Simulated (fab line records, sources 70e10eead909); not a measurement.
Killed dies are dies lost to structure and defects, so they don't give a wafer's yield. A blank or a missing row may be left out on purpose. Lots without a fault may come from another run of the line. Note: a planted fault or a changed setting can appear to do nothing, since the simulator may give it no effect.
fab line records	flow nandHarc
record: lots: 13	wafers: 39	lastDay: 34
route steps=1302 shown A_CONTACT@1020
lots that met no fault: from a run of the same line without faults
startH: the number of hours between the record's first day and the start of the first shown wafer of the lot	waitH: hours elapsed since this lot's preceding step	" repeats the value in the row above	L1.1+2: one row covering several wafers at once	- value missing, or start not given	* or withheld: withheld	< > ~ a bound
route shown NAME@n: a module of which the file shows steps, and the number in the route of the first	usual: mean/standard deviation taken from wafers without a fault	same: alike in all rows	chamber/n: place in a boat	sites: each site's reading	_std_site: standard deviation across them	_edge_site: inner sites' mean taken away from outer sites' mean	radiusMm: how far each site lies from the wafer's centre	mask NAME#n: copy n	behind: the last tool/chamber to shape the wafer	hold: cause of the lot's hold/its duration in hours/its outcome	device: the n, p or np transistor that did not switch	end of line: tests of these same wafers at the route's end	a step without rows: its recipe alone	killed: count of dies lost to structure and defects at first sort (not the wafer's yield)	map: the dies of a wafer, with x for killed, . for not killed, _ for no die there
set.NAME: the setting as run; set.NAME@STEP: as run at that earlier step	model.NAME: the simulator's own value behind a step, which no gauge read
a sample of lots followed through the steps of the route, with each step as a table and each wafer as a row
services: the hour from which a tool's chamber was out of use, counted from the record's first day as startH (under 0 if before that day), plus the number of hours and why
== steps ==
step: NHARC_A_CONTACT_CD_MEAS_53
usual: cdNm: 289.6/0.72
lot.wafer	tool	chamber	startH	waitH	cdNm
L460.1	cdSem-02	-	512.45	-	289.9
L460.2	"	-	"	"	289.9
L460.4	"	-	"	"	290.1
L458.2	cdSem-01	-	513.34	-	289.4
L458.4	"	-	"	"	289.8
L458.6	"	-	"	"	288.9
L457.2	cdSem-01	-	516.90	-	290.8
L457.4	"	-	"	"	289.5
L457.6	"	-	"	"	290.5
L459.1	cdSem-02	-	520.58	-	289.6
L459.3	"	-	"	"	289.2
L459.4	"	-	"	"	289.2
L462.1	cdSem-02	-	538.16	-	290.2
L462.2	"	-	"	"	290.1
L462.6	"	-	"	"	290.4
L461.1	cdSem-01	-	538.84	-	290.7
L461.4	"	-	"	"	290.9
L461.6	"	-	"	"	290.7
L464.2	cdSem-02	-	568.78	-	289.5
L464.4	"	-	"	"	289.5
L464.6	"	-	"	"	289.4
L468.1	cdSem-02	-	620.03	-	289.4
L468.2	"	-	"	"	288.9
L468.5	"	-	"	"	289.3
L473.1	cdSem-03	-	664.26	-	290.3
L473.3	"	-	"	"	290.4
L473.6	"	-	"	"	290.1
L476.1	cdSem-02	-	692.06	-	289.5
L476.3	"	-	"	"	288.8
L476.4	"	-	"	"	289.6
L477.3	cdSem-03	-	696.17	-	289.1
L477.5	"	-	"	"	289.5
L477.6	"	-	"	"	289.3
L479.2	cdSem-01	-	712.73	-	288.0
L479.4	"	-	"	"	288.7
L479.6	"	-	"	"	288.5
L480.4	cdSem-01	-	743.30	-	289.1
L480.5	"	-	"	"	288.5
L480.6	"	-	"	"	288.1
step: NHARC_A_CONTACT_ETCH_76
recipe: targetDepthA: 2600	overEtchFrac: 0.3	timeS: 475.3	ionEnergyEv: 200	n2FlowSccm: 150	h2FlowSccm: 150	arFlowSccm: 0	rfW: 400	biasW: 150	chemistry: N2/H2
usual: chamberPressureMTorr: 30.00/0.03	drypumpMotorCurrentA: 5.6/0.45	h2FlowSccm: 150.0/0.44	oesProductAu: 0.997/0.0081	rfVppV: 430.0/2.7	showerheadPlenumPTorr: 2.02/0.098	throttleValvePct: 14.171/0.009
same: overEtchFrac: 0.3
lot.wafer	tool	chamber	startH	waitH	chamberPressureMTorr	drypumpMotorCurrentA	h2FlowSccm	oesProductAu	rfHoursCounterH	rfVppV	showerheadPlenumPTorr	throttleValvePct
L460.1	rieDiel-01	3	519.99	-	30.02	5.4	150.8	1.006	22	428.7	1.99	14.155
L460.4	"	0	"	"	29.97	5.0	149.3	0.987	20	430.8	2.03	14.164
L460.2	"	1	"	"	30.01	6.3	149.7	1.009	17	432.4	2.05	14.170
L458.4	rieDiel-08	1	520.93	-	30.00	6.3	150.0	1.005	53	425.4	1.88	14.177
L458.2	"	2	"	"	29.93	6.1	149.5	0.996	45	427.3	1.88	14.165
L458.6	"	0	"	"	29.92	5.6	150.2	0.989	-	428.6	1.96	14.181
L457.4	rieDiel-01	2	523.34	-	30.01	5.7	149.4	0.992	22	428.7	1.96	14.175
L457.2	"	0	"	"	30.02	5.1	150.9	0.983	21	429.9	2.03	14.165
L457.6	"	3	"	"	29.99	5.4	149.8	0.988	-	427.8	1.99	14.176
L459.4	rieDiel-08	1	527.11	-	30.02	6.2	151.2	1.009	55	426.3	1.88	14.170
L459.1	"	3	"	"	29.99	5.4	150.2	1.006	47	426.6	1.90	14.150
L459.3	"	0	"	"	30.03	5.6	149.9	1.003	49	428.2	1.96	14.170
L462.2	rieDiel-01	2	543.37	-	30.06	5.7	150.4	0.995	28	427.1	1.96	14.150
L462.1	"	3	"	"	29.99	5.4	149.3	0.995	29	429.2	1.99	14.167
L462.6	"	3	"	"	29.98	5.4	149.6	0.993	-	429.9	1.99	14.168
L461.1	rieDiel-03	0	544.10	-	29.98	5.0	150.4	1.006	19	431.3	2.09	14.170
L461.4	"	1	"	"	30.04	5.3	149.3	0.993	17	434.6	2.19	14.162
L461.6	"	3	"	"	29.97	5.5	150.6	0.992	-	427.9	1.97	14.165
L464.4	rieDiel-08	2	574.04	-	30.03	6.1	151.4	0.996	1	435.9	2.22	14.173
L464.2	"	0	"	"	29.99	5.6	150.2	1.003	8	427.6	1.95	14.163
L464.6	"	2	"	"	30.06	6.1	150.7	0.991	-	436.2	2.22	14.175
L468.1	rieDiel-08	1	635.37	-	29.97	6.3	149.7	1.000	30	433.4	2.21	14.157
L468.2	"	3	"	"	30.00	5.4	149.4	0.979	28	425.4	1.89	14.160
L468.5	"	0	"	"	30.00	5.6	149.8	1.008	-	428.8	1.94	14.180
L473.1	rieDiel-01	0	669.58	-	29.95	5.0	150.0	0.864	16	428.4	2.02	14.163
L473.3	"	1	"	"	30.00	6.4	150.4	1.010	18	431.1	2.04	14.165
L473.6	"	1	"	"	29.99	6.4	149.8	1.010	-	430.0	2.04	14.171
L476.3	rieDiel-03	0	697.19	-	30.02	5.0	149.3	0.995	18	431.2	2.07	14.158
L476.1	"	1	"	"	30.04	5.3	149.8	0.996	16	434.0	2.18	14.174
L476.4	"	3	"	"	30.04	5.5	149.5	1.014	19	428.2	1.95	14.177
L477.3	rieDiel-03	1	705.35	-	29.99	5.3	149.7	0.982	18	432.8	2.17	14.194
L477.6	"	3	"	"	29.99	5.5	150.2	1.008	-	427.7	1.95	14.167
L477.5	"	0	"	"	29.95	4.9	149.7	1.006	-	431.8	2.07	14.162
L479.4	rieDiel-03	0	718.82	-	29.94	5.0	150.1	1.012	24	431.8	2.07	14.170
L479.2	"	1	"	"	30.04	5.3	150.3	0.994	21	435.3	2.17	14.171
L479.6	"	2	"	"	30.02	5.6	150.7	1.001	-	427.3	1.97	14.186
L480.4	rieDiel-01	2	751.80	-	29.99	5.7	150.0	1.004	1	429.7	1.95	14.186
L480.5	"	0	"	"	29.99	5.0	149.8	0.987	-	430.1	2.01	14.168
L480.6	"	1	"	"	29.96	6.4	149.6	1.003	-	429.4	2.04	14.168
step: NHARC_A_CONTACT_ETCH_126
recipe: sourceW: withheld	pressureMtorr: 20	biasV: 3000	timeS: 197	targetDepthA: 19180	arFlowSccm: withheld	c4f8FlowSccm: withheld	o2FlowSccm: withheld	chemistry: C4F8/O2/Ar
usual: chamberPressureMTorr: 19.999/0.022
lot.wafer	tool	chamber	startH	waitH	chamberPressureMTorr	rfHoursCounterH
L460.1	harCapEtch-02	1	521.73	0.1	19.981	83
L460.2	"	0	"	"	20.035	83
L460.4	"	0	"	"	19.992	-
L458.2	harCapEtch-01	0	522.82	0.1	20.021	3
L458.4	"	1	"	"	20.012	-
L458.6	"	1	"	"	20.001	-
L457.2	harCapEtch-03	0	525.12	0.1	19.996	48
L457.4	"	0	"	"	19.988	-
L457.6	"	0	"	"	20.004	-
L459.1	harCapEtch-01	0	528.87	0.1	20.000	4
L459.4	"	1	"	"	20.009	-
L459.3	"	0	"	"	20.004	-
L462.1	harCapEtch-01	1	545.11	0.1	20.011	10
L462.2	"	0	"	"	19.958	10
L462.6	"	0	"	"	20.015	-
L461.1	harCapEtch-03	0	545.78	0.1	19.977	53
L461.4	"	0	"	"	19.990	-
L461.6	"	0	"	"	19.995	-
L464.2	harCapEtch-03	1	575.75	0.1	20.001	57
L464.4	"	0	"	"	19.966	-
L464.6	"	1	"	"	19.986	-
L468.2	harCapEtch-01	0	637.27	0.2	19.999	24
L468.1	"	1	"	"	19.983	24
L468.5	"	1	"	"	20.000	-
L473.1	harCapEtch-02	0	671.34	0.2	19.963	112
L473.3	"	1	"	"	19.987	-
L473.6	"	1	"	"	20.008	-
L476.1	harCapEtch-02	0	698.95	0.1	19.977	116
L476.4	"	1	"	"	20.016	-
L476.3	"	0	"	"	19.987	-
L477.3	harCapEtch-02	1	707.12	0.1	19.991	-
L477.5	"	0	"	"	20.002	-
L477.6	"	1	"	"	19.993	-
L479.2	harCapEtch-01	0	720.54	0.1	19.990	38
L479.4	"	1	"	"	19.991	-
L479.6	"	1	"	"	19.979	-
L480.4	harCapEtch-03	1	753.54	0.1	20.000	-
L480.5	"	1	"	"	19.984	-
L480.6	"	0	"	"	20.010	-
step: NHARC_A_CONTACT_ETCH_132
recipe: sourceW: withheld	pressureMtorr: 20	biasV: 3000	timeS: 197	targetDepthA: 19240	arFlowSccm: withheld	c4f8FlowSccm: withheld	o2FlowSccm: withheld	chemistry: C4F8/O2/Ar
usual: chamberPressureMTorr: 20.001/0.021
lot.wafer	tool	chamber	startH	waitH	chamberPressureMTorr	rfHoursCounterH
L460.1	harCapEtch-02	1	522.79	0.1	20.024	84
L460.2	"	0	"	"	20.013	84
L460.4	"	0	"	"	19.988	-
L458.2	harCapEtch-01	0	523.88	0.1	20.010	4
L458.4	"	1	"	"	20.005	-
L458.6	"	1	"	"	20.016	-
L457.2	harCapEtch-03	0	526.17	0.1	20.002	49
L457.4	"	0	"	"	19.967	-
L457.6	"	0	"	"	19.999	-
L459.1	harCapEtch-01	0	529.93	0.1	20.019	5
L459.4	"	1	"	"	19.981	-
L459.3	"	0	"	"	20.022	-
L462.1	harCapEtch-01	1	546.17	0.1	19.984	11
L462.2	"	0	"	"	19.973	11
L462.6	"	0	"	"	20.000	-
L461.1	harCapEtch-03	0	546.84	0.1	19.953	54
L461.4	"	0	"	"	20.019	-
L461.6	"	0	"	"	20.022	-
L464.2	harCapEtch-03	1	576.81	0.1	19.997	58
L464.4	"	0	"	"	19.980	-
L464.6	"	1	"	"	20.000	-
L468.2	harCapEtch-01	0	638.68	0.2	19.972	25
L468.1	"	1	"	"	19.961	25
L468.5	"	1	"	"	19.985	-
L473.1	harCapEtch-02	0	672.41	0.1	19.983	113
L473.3	"	1	"	"	20.008	-
L473.6	"	1	"	"	19.988	-
L476.1	harCapEtch-02	0	700.01	0.1	20.013	117
L476.4	"	1	"	"	20.011	-
L476.3	"	0	"	"	19.994	-
L477.3	harCapEtch-02	1	708.18	0.1	20.006	-
L477.5	"	0	"	"	20.002	-
L477.6	"	1	"	"	19.984	-
L479.2	harCapEtch-01	0	721.60	0.1	20.001	39
L479.4	"	1	"	"	19.990	-
L479.6	"	1	"	"	19.982	-
L480.4	harCapEtch-03	1	754.60	0.1	20.007	-
L480.5	"	1	"	"	20.014	-
L480.6	"	0	"	"	20.006	-
== services ==
tool	chamber	startH	hours	kind
harCapEtch-01	-	497.00	17.0	pm
harCapEtch-01	0	497.00	17.0	ventCycle
harCapEtch-01	1	497.00	17.0	ventCycle
rieDiel-03	-	497.64	0.5	repair
rieDiel-08	2	499.32	11.7	repair
rieDiel-01	0	513.21	-	clean
rieDiel-01	1	513.21	-	clean
rieDiel-01	2	513.21	-	clean
rieDiel-01	3	513.21	-	clean
harCapEtch-01	0	514.00	-	clean
harCapEtch-01	1	514.00	-	clean
harCapEtch-01	-	521.48	0.5	repair
rieDiel-01	0	537.71	-	clean
rieDiel-03	-	541.18	0.5	repair
rieDiel-08	-	549.77	9.0	pm
rieDiel-01	-	558.38	9.0	pm
rieDiel-01	2	582.28	79.9	repair
rieDiel-01	0	588.77	4.8	repair
harCapEtch-01	-	619.31	0.4	repair
rieDiel-03	-	635.94	9.0	pm
rieDiel-01	-	650.49	0.4	repair
rieDiel-08	-	726.77	9.0	pm
rieDiel-01	-	735.38	9.0	pm
rieDiel-03	3	736.79	3.6	repair
== key ==
firstSign: step: NHARC_A_CONTACT_ETCH_76	reading: oesProductAu	direction: down	sigmas: 16	usual: 0.997	struck: 0.864
effect none on later readings
metAt NHARC_A_CONTACT_ETCH_76
struckLots L473
struckWafers L473.1
sortLeftOut L473.1
testerLeftOut L473
notActingAt NHARC_A_CONTACT_CD_MEAS_53,NHARC_A_CONTACT_ETCH_126,NHARC_A_CONTACT_ETCH_132
onsetBetween 523.34 669.58
fault: kind: processParameterDrift	tool: rieDiel-01	chamber: 0	onsetH: 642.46	steps: NHARC_A_CONTACT_ETCH_76	channel: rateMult	offset: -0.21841	shape: step	endH: 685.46
testerLeftOut: of these lots the tester's yield and bins aren't shown, on N5 and GAA mostly nor the transistor test; their killed dies are dies lost to structure and defects alone, not to doping, threshold or leakage, so they don't give the yield
sortLeftOut: the simulated sort isn't trusted on such a fault, so these wafers' sort isn't shown, and their yield isn't known
